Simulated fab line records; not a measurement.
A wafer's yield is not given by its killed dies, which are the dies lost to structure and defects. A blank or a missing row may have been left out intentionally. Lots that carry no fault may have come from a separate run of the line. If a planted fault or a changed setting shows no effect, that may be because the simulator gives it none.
Matching of chambers | flow nand-harc | NHARC_A_CHANNEL_FILL_D2_ALD_25 on ald-hk-02: 4 sister chambers
The step deposits SiOx, target thk 60 nm, pulse time 10 s, ald cycles 600. 7 wafers are shown with their chamber, then 7 later ones without.

== WAFERS WITH THEIR CHAMBER ==
wafer  | chamber | heater-power-w (W) | precursor-pulse-height-rel
L079.3 | 2       | 521                | 0.994
L079.6 | 2       | 522                | 0.988
L083.1 | 1       | 421                | 1.000
L084.2 | 1       | 433                | 1.005
L084.6 | 3       | 393                | 1.002
L088.2 | 3       | 388                | 0.978
L088.3 | 0       | 499                | 0.978

== WAFERS MISSING THEIR CHAMBER ==
wafer  | heater-power-w (W) | precursor-pulse-height-rel
L088.5 | 494                | 1.006
L091.1 | 489                | 0.990
L091.3 | 441                | 0.986
L091.4 | 394                | 1.001
L097.1 | 527                | 1.006
L097.4 | 443                | 1.007
L097.5 | 392                | 0.968

== THE CHAMBER EACH PASSED THROUGH ==
wafer  | from the rows above | in truth
L088.5 | 0                   | 0
L091.1 | 0                   | 0
L091.3 | 1                   | 1
L091.4 | 3                   | 3
L097.1 | 2                   | 2
L097.4 | 1                   | 1
L097.5 | 3                   | 3
7 of 7 placed correctly. From these rows, 0 cannot be placed. Placed wrongly: 0.
How it was worked out, from the rows above alone: a wafer's distance from a chamber is the root of the sum, over the readings, of the square of ((its reading less the chamber's mean) divided by the reading's scatter). The wafer belongs to the nearest chamber; if the next one is less than 2 further off, it can't be placed. A chamber's mean is the mean of its shown wafers. The scatter is the square root of a quotient: the sum, over the shown wafers, of each reading's squared deviation from its chamber's mean, divided by wafers minus chambers.
